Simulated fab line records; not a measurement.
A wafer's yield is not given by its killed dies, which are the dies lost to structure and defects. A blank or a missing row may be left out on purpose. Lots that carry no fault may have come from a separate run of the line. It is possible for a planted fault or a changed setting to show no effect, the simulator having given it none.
fab line records + flow nand-harc
[record]
- lots = 11
- wafers = 33
- last-day = 24
route steps=1159 shown A_M0@1025 A_M1@1033 END@1159
lots that met no fault: taken from a fault-free run of the same line
start-h: start of the lot's first displayed wafer, in hours after the record's first day + wait-h: how many hours have passed since the lot's step before this one + " as in the row above + L1.1+2: a single row standing in for several wafers + - no value present, or no start provided + * or withheld: withheld + < > ~ a bound
route shown NAME@n: names a module that has steps shown in the file, with the first one's number in the route + usual: the fault-free wafers' mean and standard deviation + same: alike in all rows + chamber/n: place in a boat + sites: each site's reading + _std_site: their standard deviation + _edge_site: the outer-site mean with the inner-site mean subtracted + radius-mm: how far each site lies from the wafer's centre + mask NAME#n: copy n + behind: the most recent tool/chamber to have shaped the wafer + hold: what put the lot on hold/how long, in hours/how the hold closed + device: names the non-switching transistor (n, p or np) + end of line: tests run on the same wafers once the route is complete + step lacking rows: just its recipe + killed: at the first sort, the dies lost to defects and structure; wafer yield is something else + map: dies across one wafer; x = killed, . = not, _ = none there
set.NAME: the setting the step ran with; set.NAME@STEP: the setting that earlier step ran with + model.NAME: the simulator's own value behind a step, which no gauge read
a sample of lots followed through the steps of the route, with each step as a table and each wafer as a row
services: the hour from which a tool's chamber was out of use, counted from the record's first day as start-h (under 0 if before that day), plus the number of hours and why
[[steps]]
[step NHARC_A_M0_DEP_32]
[recipe]
- target-thk-a = 300
- temp-c = 370
- target-thk-nm = 30
- pressure-torr = 3
- flow-sccm = 200
- rf-w = 450
- material = SiCN
[usual]
- heater-power-w = 588/98
| lot.wafer | tool     | chamber | start-h | wait-h | heater-power-w |
|-----------|----------|---------|---------|--------|----------------|
| L662.2    | pecvd-03 | 1       | 405.09  | 0.1    | 490            |
| L662.4    | "        | 2       | "       | "      | 749            |
| L662.6    | "        | 1       | "       | "      | 495            |
| L669.1    | pecvd-04 | 1       | 454.53  | 0.1    | 761            |
| L669.5    | "        | 2       | "       | "      | 407            |
| L669.4    | "        | 0       | "       | "      | 644            |
| L670.3    | pecvd-03 | 0       | 454.77  | 0.1    | 524            |
| L670.5    | "        | 2       | "       | "      | 665            |
| L670.4    | "        | 1       | "       | "      | 511            |
| L672.1    | pecvd-04 | 0       | 459.23  | 0.1    | 589            |
| L672.2    | "        | 2       | "       | "      | 473            |
| L672.6    | "        | 1       | "       | "      | 734            |
| L671.2    | pecvd-04 | 2       | 464.28  | 0.1    | 505            |
| L671.3    | "        | 0       | "       | "      | 625            |
| L671.5    | "        | 2       | "       | "      | 499            |
| L675.1    | pecvd-03 | 1       | 467.30  | 0.1    | 424            |
| L675.6    | "        | 2       | "       | "      | 737            |
| L675.4    | "        | 0       | "       | "      | 521            |
| L678.2    | pecvd-04 | 1       | 479.23  | 0.1    | 711            |
| L678.3    | "        | 0       | "       | "      | 692            |
| L678.6    | "        | 1       | "       | "      | 721            |
| L677.1    | pecvd-01 | 2       | 498.55  | 0.1    | 550            |
| L677.5    | "        | 0       | "       | "      | 544            |
| L677.4    | "        | 1       | "       | "      | 555            |
| L682.3    | pecvd-01 | 2       | 512.93  | 0.1    | 535            |
| L682.2    | "        | 1       | "       | "      | 517            |
| L682.5    | "        | 0       | "       | "      | 574            |
| L685.1    | pecvd-03 | 1       | 537.03  | 0.1    | 493            |
| L685.6    | "        | 0       | "       | "      | 626            |
| L685.5    | "        | 1       | "       | "      | 502            |
| L683.3    | pecvd-04 | 1       | 546.10  | 0.1    | 758            |
| L683.1    | "        | 2       | "       | "      | 476            |
| L683.5    | "        | 1       | "       | "      | 735            |
[step NHARC_A_M1_EXPOSE_06]
[recipe]
- na = 1.35
- target-cd-nm = 120
- dose-mj = 75.13
- mask-id = A_M1
[usual]
- focus-offset-nm = -0.1/0.54
| lot.wafer | tool            | chamber | start-h | wait-h | mask   | focus-offset-nm |
|-----------|-----------------|---------|---------|--------|--------|-----------------|
| L662.2    | arfi-scanner-03 | 0       | 406.11  | -      | A_M1#0 | 1.0             |
| L662.4    | "               | 0       | "       | "      | A_M1#0 | 0.6             |
| L662.6    | "               | 0       | "       | "      | A_M1#0 | -0.1            |
| L669.1    | arfi-scanner-01 | 0       | 455.41  | -      | A_M1#0 | 0.4             |
| L669.4    | "               | 0       | "       | "      | A_M1#0 | -1.1            |
| L669.5    | "               | 0       | "       | "      | A_M1#0 | 0.4             |
| L670.3    | arfi-scanner-03 | 0       | 455.85  | -      | A_M1#0 | -1.1            |
| L670.4    | "               | 0       | "       | "      | A_M1#0 | -0.1            |
| L670.5    | "               | 0       | "       | "      | A_M1#0 | -1.0            |
| L672.1    | arfi-scanner-03 | 0       | 460.34  | -      | A_M1#0 | 0.8             |
| L672.2    | "               | 0       | "       | "      | A_M1#0 | 0.8             |
| L672.6    | "               | 0       | "       | "      | A_M1#0 | 1.1             |
| L671.2    | arfi-scanner-03 | 0       | 465.34  | -      | A_M1#0 | 0.4             |
| L671.3    | "               | 0       | "       | "      | A_M1#0 | 0.1             |
| L671.5    | "               | 0       | "       | "      | A_M1#0 | -0.1            |
| L675.1    | arfi-scanner-01 | 0       | 468.38  | -      | A_M1#0 | -1.1            |
| L675.4    | "               | 0       | "       | "      | A_M1#0 | 0.1             |
| L675.6    | "               | 0       | "       | "      | A_M1#0 | 0.8             |
| L678.2    | arfi-scanner-01 | 0       | 480.45  | -      | A_M1#0 | -0.7            |
| L678.3    | "               | 0       | "       | "      | A_M1#0 | -0.3            |
| L678.6    | "               | 0       | "       | "      | A_M1#0 | 0.2             |
| L677.1    | arfi-scanner-02 | 0       | 499.66  | -      | A_M1#0 | -0.1            |
| L677.4    | "               | 0       | "       | "      | A_M1#0 | -0.1            |
| L677.5    | "               | 0       | "       | "      | A_M1#0 | 0.1             |
| L682.2    | arfi-scanner-01 | 0       | 514.05  | -      | A_M1#0 | -0.7            |
| L682.3    | "               | 0       | "       | "      | A_M1#0 | -0.7            |
| L682.5    | "               | 0       | "       | "      | A_M1#0 | -1.0            |
| L685.1    | arfi-scanner-02 | 0       | 538.05  | -      | A_M1#0 | -0.3            |
| L685.5    | "               | 0       | "       | "      | A_M1#0 | -0.2            |
| L685.6    | "               | 0       | "       | "      | A_M1#0 | -0.8            |
| L683.1    | arfi-scanner-02 | 0       | 547.04  | -      | A_M1#0 | -0.3            |
| L683.3    | "               | 0       | "       | "      | A_M1#0 | 0.5             |
| L683.5    | "               | 0       | "       | "      | A_M1#0 | -0.3            |
[step NHARC_A_M1_OVL_MEAS_10]
[recipe]
- pitch-nm = 240
[usual]
- overlay-x-nm = -0.1/0.74
- overlay-y-nm = 0.0/0.71
| lot.wafer | tool       | chamber | start-h | wait-h | overlay-x-nm | overlay-y-nm |
|-----------|------------|---------|---------|--------|--------------|--------------|
| L662.2    | overlay-02 | -       | 406.34  | -      | -0.6         | 0.1          |
| L662.4    | "          | -       | "       | "      | 0.3          | 0.4          |
| L662.6    | "          | -       | "       | "      | -0.5         | 0.4          |
| L669.1    | overlay-01 | -       | 455.64  | -      | 2.2          | 0.7          |
| L669.4    | "          | -       | "       | "      | 1.5          | 1.1          |
| L669.5    | "          | -       | "       | "      | 2.0          | 0.5          |
| L670.3    | overlay-02 | -       | 456.07  | -      | -0.8         | -0.6         |
| L670.4    | "          | -       | "       | "      | -0.4         | -1.0         |
| L670.5    | "          | -       | "       | "      | -0.8         | -0.6         |
| L672.1    | overlay-01 | -       | 460.57  | -      | 10.1         | -0.5         |
| L672.2    | "          | -       | "       | "      | 10.6         | -1.0         |
| L672.6    | "          | -       | "       | "      | 10.1         | -0.6         |
| L671.2    | overlay-02 | -       | 465.56  | -      | 10.3         | -1.6         |
| L671.3    | "          | -       | "       | "      | 10.2         | -0.8         |
| L671.5    | "          | -       | "       | "      | 10.5         | -1.4         |
| L675.1    | overlay-01 | -       | 468.61  | -      | 0.5          | -0.1         |
| L675.4    | "          | -       | "       | "      | 0.6          | -0.7         |
| L675.6    | "          | -       | "       | "      | 0.4          | -0.5         |
| L678.2    | overlay-02 | -       | 480.67  | -      | 0.6          | 0.6          |
| L678.3    | "          | -       | "       | "      | 0.2          | 0.6          |
| L678.6    | "          | -       | "       | "      | 0.4          | 0.7          |
| L677.1    | overlay-02 | -       | 499.90  | -      | -0.1         | -0.1         |
| L677.4    | "          | -       | "       | "      | -0.7         | -0.6         |
| L677.5    | "          | -       | "       | "      | -0.3         | -0.3         |
| L682.2    | overlay-01 | -       | 514.27  | -      | 0.4          | 0.1          |
| L682.3    | "          | -       | "       | "      | 0.8          | 0.1          |
| L682.5    | "          | -       | "       | "      | 0.4          | 0.3          |
| L685.1    | overlay-01 | -       | 538.28  | -      | -0.8         | -0.7         |
| L685.5    | "          | -       | "       | "      | -1.2         | -0.5         |
| L685.6    | "          | -       | "       | "      | -0.7         | 0.0          |
| L683.1    | overlay-01 | -       | 547.26  | -      | 0.5          | 0.2          |
| L683.3    | "          | -       | "       | "      | -0.1         | 0.1          |
| L683.5    | "          | -       | "       | "      | 0.7          | 0.2          |
[step NHARC_A_M1_ETCH_35]
[recipe]
- target-depth-a = 400
- overetch-a = 120
- time-s = 43.94
- ion-energy-ev = 200
- n2-flow-sccm = 150
- h2-flow-sccm = 150
- ar-flow-sccm = 0
- rf-w = 400
- bias-w = 150
- chemistry = N2/H2
[usual]
- drypump-motor-current-A = 5.8/0.53
- mfc-ar-sccm = 0.012/0.012
- oes-product-au = 1.002/0.0094
- rf-vpp-V = 430.7/2.2
- showerhead-plenum-p-Torr = 2.05/0.077
- throttle-valve-pct = 14.171/0.0084
| lot.wafer | tool        | chamber | start-h | wait-h | drypump-motor-current-A | mfc-ar-sccm | oes-product-au | rf-hours-counter-h | rf-vpp-V | showerhead-plenum-p-Torr | throttle-valve-pct |
|-----------|-------------|---------|---------|--------|-------------------------|-------------|----------------|--------------------|----------|--------------------------|--------------------|
| L662.2    | rie-diel-09 | 1       | 406.54  | 0.1    | 5.8                     | 0.034       | 1.000          | 8                  | 431.9    | 2.06                     | 14.176             |
| L662.6    | "           | 2       | "       | "      | 6.4                     | 0.024       | 0.993          | -                  | 428.9    | 2.01                     | 14.171             |
| L662.4    | "           | 3       | "       | "      | 5.7                     | 0.021       | 1.009          | -                  | 434.0    | 2.15                     | 14.160             |
| L669.1    | rie-diel-12 | 2       | 455.83  | 0.1    | 5.0                     | 0           | 1.001          | 6                  | 430.7    | 2.00                     | 14.165             |
| L669.4    | "           | 3       | "       | "      | 6.3                     | 0           | 1.006          | 6                  | 431.2    | 2.01                     | 14.168             |
| L669.5    | "           | 0       | "       | "      | 6.0                     | 0.001       | 1.007          | -                  | 432.3    | 2.09                     | 14.171             |
| L670.3    | rie-diel-12 | 2       | 456.25  | 0.1    | 4.9                     | 0           | 1.006          | 6                  | 430.8    | 2.00                     | 14.173             |
| L670.4    | "           | 1       | "       | "      | 6.5                     | 0.012       | 1.000          | 6                  | 433.8    | 2.12                     | 14.163             |
| L670.5    | "           | 2       | "       | "      | 5.0                     | 0           | 0.992          | -                  | 429.2    | 2.00                     | 14.160             |
| L672.2    | rie-diel-12 | 3       | 460.77  | 0.1    | 6.3                     | 0           | 1.001          | 6                  | 430.4    | 2.01                     | 14.163             |
| L672.1    | "           | 1       | "       | "      | 6.5                     | 0.012       | 1.001          | 7                  | 433.3    | 2.12                     | 14.167             |
| L672.6    | "           | 1       | "       | "      | 6.5                     | 0.012       | 0.997          | -                  | 432.7    | 2.12                     | 14.166             |
| L671.2    | rie-diel-10 | 1       | 465.74  | 0.1    | 5.8                     | 0           | 0.993          | 2                  | 431.8    | 2.09                     | 14.171             |
| L671.3    | "           | 3       | "       | "      | 5.4                     | 0.031       | 0.988          | 3                  | 436.3    | 2.20                     | 14.164             |
| L671.5    | "           | 1       | "       | "      | 5.8                     | 0           | 0.997          | -                  | 432.6    | 2.09                     | 14.178             |
| L675.4    | rie-diel-09 | 2       | 468.80  | 0.1    | 6.5                     | 0.024       | 1.013          | 2                  | 430.2    | 2.01                     | 14.177             |
| L675.1    | "           | 3       | "       | "      | 5.7                     | 0.021       | 1.005          | 2                  | 433.2    | 2.15                     | 14.155             |
| L675.6    | "           | 2       | "       | "      | 6.5                     | 0.024       | 1.011          | -                  | 428.1    | 2.01                     | 14.177             |
| L678.3    | rie-diel-12 | 2       | 480.85  | 0.1    | 5.0                     | 0           | 1.003          | 8                  | 429.8    | 2.00                     | 14.176             |
| L678.2    | "           | 1       | "       | "      | 6.5                     | 0.012       | 1.010          | 8                  | 433.9    | 2.12                     | 14.172             |
| L678.6    | "           | 3       | "       | "      | 6.2                     | 0           | 0.995          | -                  | 429.1    | 2.01                     | 14.161             |
| L677.4    | rie-diel-09 | 1       | 500.08  | 0.1    | 5.8                     | 0.034       | 0.979          | 4                  | 430.8    | 2.05                     | 14.180             |
| L677.1    | "           | 3       | "       | "      | 5.7                     | 0.021       | 0.999          | 4                  | 433.8    | 2.15                     | 14.182             |
| L677.5    | "           | 1       | "       | "      | 5.8                     | 0.034       | 0.980          | -                  | 431.0    | 2.05                     | 14.156             |
| L682.3    | rie-diel-12 | 2       | 514.46  | 0.1    | 5.0                     | 0           | 1.006          | 11                 | 428.2    | 2.00                     | 14.162             |
| L682.2    | "           | 3       | "       | "      | 6.3                     | 0           | 1.000          | 10                 | 429.6    | 2.01                     | 14.185             |
| L682.5    | "           | 2       | "       | "      | 5.0                     | 0           | 0.999          | -                  | 428.1    | 2.00                     | 14.174             |
| L685.1    | rie-diel-12 | 2       | 538.50  | 0.1    | 4.9                     | 0           | 1.001          | 13                 | 428.9    | 2.00                     | 14.169             |
| L685.5    | "           | 3       | "       | "      | 6.2                     | 0           | 0.994          | -                  | 428.9    | 2.01                     | 14.169             |
| L685.6    | "           | 0       | "       | "      | 6.0                     | 0.001       | 1.013          | -                  | 432.2    | 2.09                     | 14.182             |
| L683.1    | rie-diel-12 | 1       | 547.45  | 0.1    | 6.5                     | 0.012       | 0.994          | 15                 | 431.9    | 2.12                     | 14.168             |
| L683.3    | "           | 3       | "       | "      | 6.2                     | 0           | 0.987          | 12                 | 429.3    | 2.01                     | 14.181             |
| L683.5    | "           | 1       | "       | "      | 6.5                     | 0.012       | 1.004          | -                  | 432.8    | 2.12                     | 14.178             |
[step NHARC_A_M1_DEGAS_29]
[recipe]
- temp-c = 250
- time-s = 60
[usual]
- heater-power-w = 343/27
| lot.wafer | tool           | chamber | start-h | wait-h | heater-power-w |
|-----------|----------------|---------|---------|--------|----------------|
| L662.4    | pvd-sputter-02 | -       | 407.50  | -      | 371            |
| L662.2    | "              | -       | "       | "      | 292            |
| L662.6    | "              | -       | "       | "      | 366            |
| L669.1    | pvd-sputter-03 | -       | 456.78  | -      | 369            |
| L669.4    | "              | -       | "       | "      | 392            |
| L669.5    | "              | -       | "       | "      | 344            |
| L670.4    | pvd-sputter-03 | -       | 457.20  | -      | 338            |
| L670.3    | "              | -       | "       | "      | 330            |
| L670.5    | "              | -       | "       | "      | 347            |
| L672.2    | pvd-sputter-01 | -       | 461.82  | -      | 346            |
| L672.1    | "              | -       | "       | "      | 349            |
| L672.6    | "              | -       | "       | "      | 344            |
| L671.2    | pvd-sputter-01 | -       | 466.67  | -      | 328            |
| L671.3    | "              | -       | "       | "      | 353            |
| L671.5    | "              | -       | "       | "      | 341            |
| L675.1    | pvd-sputter-03 | -       | 469.74  | -      | 332            |
| L675.4    | "              | -       | "       | "      | 394            |
| L675.6    | "              | -       | "       | "      | 374            |
| L678.3    | pvd-sputter-03 | -       | 481.79  | -      | 381            |
| L678.2    | "              | -       | "       | "      | 368            |
| L678.6    | "              | -       | "       | "      | 331            |
| L677.1    | pvd-sputter-02 | -       | 501.03  | -      | 329            |
| L677.4    | "              | -       | "       | "      | 295            |
| L677.5    | "              | -       | "       | "      | 366            |
| L682.3    | pvd-sputter-02 | -       | 515.39  | -      | 293            |
| L682.2    | "              | -       | "       | "      | 372            |
| L682.5    | "              | -       | "       | "      | 327            |
| L685.1    | pvd-sputter-02 | -       | 539.43  | -      | 291            |
| L685.6    | "              | -       | "       | "      | 370            |
| L685.5    | "              | -       | "       | "      | 309            |
| L683.3    | pvd-sputter-02 | -       | 548.39  | -      | 313            |
| L683.1    | "              | -       | "       | "      | 326            |
| L683.5    | "              | -       | "       | "      | 292            |
[step NHARC_END_SORT_01]
[recipe]
- temp-c = 25
[usual]
- defect-limited-yield = 95.3/1.6
- killed-at-array = 27/11
- killed-at-other = 0.7/1.1
- killed-at-periphery = 3.6/2.4
- killed-dies = 32/11
- killed-open = 3.3/1.8
- killed-short = 2.1/1.5
- sort_bin_2_pct = 1.4/0.64
- sort_bin_3_pct = 0.29/0.22
- sort_bin_4_pct = 3.0/1.1
- sort-n-pass = 645/11
- sort-rim-yield-pct = 95/3.5
- sort-yield-pct = 95.3/1.6
[same]
- gross-dies = 677
- sort_bin_5_pct[%] = 0
- sort_bin_6_pct[%] = 0
- sort_bin_7_pct[%] = 0
- sort_bin_8_pct[%] = 0
- sort-rim-n-gross = 106.00
| lot.wafer | tool      | chamber | start-h | wait-h | defect-limited-yield[%] | killed-at-array | killed-at-other | killed-at-periphery | killed-dies | killed-open | killed-short | sort_bin_2_pct[%] | sort_bin_3_pct[%] | sort_bin_4_pct[%] | sort-n-pass | sort-rim-yield-pct[%] | sort-yield-pct[%] |
|-----------|-----------|---------|---------|--------|-------------------------|-----------------|-----------------|---------------------|-------------|-------------|--------------|-------------------|-------------------|-------------------|-------------|-----------------------|-------------------|
| L662.2    | prober-01 | 0       | 447.45  | 2.8    | 96.5                    | 24              | 0               | 0                   | 24          | 3           | 2            | 1.0               | 0.15              | 2.4               | 653         | 96                    | 96.5              |
| L662.4    | prober-01 | 0       | 449.06  | 3.4    | 96.3                    | 21              | 0               | 4                   | 25          | 5           | 2            | 0.7               | 0.15              | 2.8               | 652         | 94                    | 96.3              |
| L662.6    | prober-01 | 0       | 450.67  | 4.0    | 96.8                    | 18              | 0               | 4                   | 22          | 2           | 0            | 0.7               | 0.15              | 2.4               | 655         | 95                    | 96.8              |
| L669.1    | prober-02 | 0       | 494.34  | 2.5    | 94.2                    | 35              | 0               | 4                   | 39          | 1           | 2            | 2.2               | 0                 | 3.5               | 638         | 99                    | 94.2              |
| L670.3    | prober-01 | 0       | 496.04  | 3.1    | 96.2                    | 20              | 1               | 5                   | 26          | 2           | 2            | 1.2               | 0.44              | 2.2               | 651         | 93                    | 96.2              |
| L670.4    | prober-01 | 0       | 496.82  | 3.4    | 95.7                    | 23              | 1               | 5                   | 29          | 5           | 2            | 0.9               | 0.30              | 3.1               | 648         | 97                    | 95.7              |
| L670.5    | prober-01 | 0       | 497.61  | 3.7    | 95.1                    | 29              | 0               | 4                   | 33          | 3           | 4            | 1.8               | 0.15              | 3.0               | 644         | 98                    | 95.1              |
| L672.1    | prober-02 | 0       | 502.12  | 2.5    | 94.5                    | 33              | 1               | 3                   | 37          | 6           | 3            | 1.8               | 0.15              | 3.5               | 640         | 93                    | 94.5              |
| L672.2    | prober-02 | 0       | 502.92  | 2.8    | 93.5                    | 39              | 0               | 5                   | 44          | 5           | 1            | 2.8               | 0                 | 3.7               | 633         | 95                    | 93.5              |
| L672.6    | prober-02 | 0       | 506.11  | 4.0    | 95.6                    | 26              | 0               | 4                   | 30          | 4           | 2            | 1.8               | 0.44              | 2.2               | 647         | 92                    | 95.6              |
| L677.1    | prober-02 | 0       | 535.32  | 2.5    | 94.8                    | 28              | 2               | 5                   | 35          | 2           | 0            | 1.2               | 0.30              | 3.7               | 642         | 90                    | 94.8              |
| L677.4    | prober-02 | 0       | 537.70  | 3.4    | 94.8                    | 32              | 0               | 3                   | 35          | 2           | 0            | 1.8               | 0.44              | 3.0               | 642         | 89                    | 94.8              |
| L677.5    | prober-02 | 0       | 538.49  | 3.7    | 92.8                    | 48              | 0               | 1                   | 49          | 5           | 5            | 1.5               | 0.59              | 5.2               | 628         | 90                    | 92.8              |
// killed by level:class
L662.2 A_SLIT:chamber-film-flake=13 A_CONTACT:geometric-particle:open=2 A_WL_FILL:chamber-film-flake=2 A_CONTACT:chamber-film-flake=2 A_ONON_D1:geometric-particle:open=1 A_CHANNEL_FILL_D1:geometric-particle:short=1 A_WL_FILL:geometric-particle:short=1 A_CHANNEL_HOLE_D1:chamber-film-flake=1
L662.4 A_SLIT:chamber-film-flake=6 A_CONTACT:chamber-film-flake=5 A_M0:geometric-particle:open=2 A_CHANNEL_HOLE_D1:chamber-film-flake=2 A_WL_FILL:chamber-film-flake=2 P_STI:geometric-particle:open=1 P_M1:geometric-particle:open=1 A_ONON_D1:geometric-particle:short=1
L662.6 A_SLIT:chamber-film-flake=6 A_WL_FILL:chamber-film-flake=4 A_CHANNEL_HOLE_D1:chamber-film-flake=3 A_STAIRCASE:chamber-film-flake=2 A_CONTACT:chamber-film-flake=2 P_GATE:geometric-particle:open=1 A_WL_FILL:geometric-particle:open=1 P_STI:chamber-film-flake=1
L669.1 A_CHANNEL_HOLE_D1:chamber-film-flake=20 A_SLIT:chamber-film-flake=11 P_ZERO_WELL:chamber-film-flake=3 P_M0:geometric-particle:open=1 A_SOURCE_PLATE:geometric-particle:short=1 A_WL_FILL:geometric-particle:short=1 A_STAIRCASE:chamber-film-flake=1 A_CONTACT:chamber-film-flake=1
L670.3 A_SLIT:chamber-film-flake=8 A_STAIRCASE:chamber-film-flake=3 A_CONTACT:chamber-film-flake=3 P_STI:chamber-film-flake=2 A_CHANNEL_HOLE_D1:chamber-film-flake=2 A_CHANNEL_FILL_D1:geometric-particle:short=1 A_CONTACT:geometric-particle:open=1 A_M0:geometric-particle:open=1
L670.4 A_SLIT:chamber-film-flake=6 A_CONTACT:chamber-film-flake=5 A_STAIRCASE:chamber-film-flake=4 P_ZERO_WELL:chamber-film-flake=3 A_M0:geometric-particle:open=2 A_ONON_D1:geometric-particle:open=1 A_WL_FILL:geometric-particle:open=1 A_CONTACT:geometric-particle:open=1
L670.5 A_SLIT:chamber-film-flake=9 A_CONTACT:chamber-film-flake=7 A_ONON_D1:geometric-particle:short=3 A_CHANNEL_HOLE_D1:chamber-film-flake=2 A_CHANNEL_FILL_D1:chamber-film-flake=2 A_STAIRCASE:chamber-film-flake=2 P_M0:geometric-particle:open=1 A_SOURCE_PLATE:geometric-particle:open=1
L672.1 A_SLIT:chamber-film-flake=10 A_CONTACT:chamber-film-flake=6 A_CHANNEL_HOLE_D1:chamber-film-flake=5 A_M0:geometric-particle:open=3 P_ZERO_WELL:chamber-film-flake=2 A_STAIRCASE:chamber-film-flake=2 A_WL_FILL:chamber-film-flake=2 P_CONTACT:geometric-particle:open=1
L672.2 A_SLIT:chamber-film-flake=21 A_CHANNEL_HOLE_D1:chamber-film-flake=5 P_ZERO_WELL:chamber-film-flake=4 A_M0:geometric-particle:open=3 A_WL_FILL:chamber-film-flake=3 A_CONTACT:chamber-film-flake=3 A_SOURCE_PLATE:geometric-particle:open=1 A_BLC:geometric-particle:short=1
L672.6 A_SLIT:chamber-film-flake=10 A_CONTACT:chamber-film-flake=9 P_ZERO_WELL:chamber-film-flake=3 A_ONON_D1:geometric-particle:short=2 P_GATE:geometric-particle:open=1 A_SGD_CUT:geometric-particle:open=1 A_CONTACT:geometric-particle:open=1 A_M0:geometric-particle:open=1
L677.1 A_SLIT:chamber-film-flake=15 A_CHANNEL_HOLE_D1:chamber-film-flake=12 THIN_TSV:chamber-film-flake=2 P_STI:geometric-particle:open=1 P_CONTACT:geometric-particle:open=1 P_ZERO_WELL:chamber-film-flake=1 P_STI:chamber-film-flake=1 P_M0:chamber-film-flake=1
L677.4 A_CHANNEL_HOLE_D1:chamber-film-flake=15 A_SLIT:chamber-film-flake=11 A_CONTACT:chamber-film-flake=4 P_M0:chamber-film-flake=2 A_CHANNEL_FILL_D1:geometric-particle:open=1 A_CONTACT:geometric-particle:open=1 P_GATE:chamber-film-flake=1
L677.5 A_CHANNEL_HOLE_D1:chamber-film-flake=23 A_SLIT:chamber-film-flake=13 A_SGD_CUT:geometric-particle:short=2 A_CONTACT:geometric-particle:open=2 A_M0:geometric-particle:short=2 A_ONON_D1:geometric-particle:open=1 A_STAIRCASE:geometric-particle:open=1 A_SGD_CUT:geometric-particle:open=1
[[services]]
| tool            | chamber | start-h | hours | kind   |
|-----------------|---------|---------|-------|--------|
| rie-diel-09     | 2       | 387.33  | 7.3   | repair |
| pvd-sputter-02  | -       | 392.07  | 10.0  | pm     |
| rie-diel-09     | 0       | 404.31  | 5.1   | repair |
| rie-diel-09     | 1       | 409.94  | 12.6  | repair |
| pecvd-01        | -       | 418.32  | 13.0  | pm     |
| pvd-sputter-02  | -       | 425.47  | 38.2  | repair |
| arfi-scanner-02 | -       | 428.00  | 4.0   | pm     |
| rie-diel-09     | -       | 431.41  | 9.0   | pm     |
| arfi-scanner-02 | -       | 452.83  | 0.9   | repair |
| rie-diel-12     | 0       | 456.85  | 7.4   | repair |
| arfi-scanner-01 | -       | 459.11  | 5.2   | repair |
| pecvd-01        | 1       | 471.42  | 11.0  | repair |
| pecvd-04        | -       | 472.32  | 2.2   | repair |
| pecvd-03        | -       | 473.46  | 13.0  | pm     |
| arfi-scanner-03 | -       | 484.00  | 4.0   | pm     |
| arfi-scanner-03 | -       | 496.35  | 0.2   | repair |
| pvd-sputter-03  | -       | 498.34  | 10.0  | pm     |
| arfi-scanner-03 | -       | 499.11  | 3.7   | repair |
| rie-diel-12     | 3       | 500.90  | 7.7   | repair |
| pvd-sputter-01  | -       | 514.00  | 10.0  | pm     |
| rie-diel-09     | 0       | 517.63  | 18.2  | repair |
| pvd-sputter-02  | -       | 533.30  | 3.0   | repair |
| arfi-scanner-01 | -       | 540.00  | 4.0   | pm     |
| pecvd-01        | 0       | 542.56  | 3.8   | repair |
[[key]]
[first-sign]
- step = NHARC_A_M1_OVL_MEAS_10
- reading = overlay-x-nm
- direction = up
- sigmas = 14
- usual = -0.1
- struck = 10.3
effect none on later readings
met-at NHARC_A_M1_EXPOSE_06
struck-lots L671,L672
not-acting-at NHARC_A_M0_DEP_32,NHARC_A_M1_ETCH_35,NHARC_A_M1_DEGAS_29
onset-between 455.85 460.34
[earlier-fault]
- kind = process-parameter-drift
- tool = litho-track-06
- chamber = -
- onset-h = 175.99
- steps = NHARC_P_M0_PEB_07
- channel = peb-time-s
- offset = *
- shape = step
- acts-in = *
- stated = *
[earlier-fault]
- kind = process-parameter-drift
- tool = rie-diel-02
- chamber = 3
- onset-h = 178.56
- steps = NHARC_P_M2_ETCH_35
- channel = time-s
- offset = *
- shape = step
- acts-in = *
- stated = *
[fault]
- kind = scanner-matching-overlay
- tool = arfi-scanner-03
- chamber = -
- onset-h = 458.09
- steps = NHARC_A_M1_EXPOSE_06
- offset = 10.458
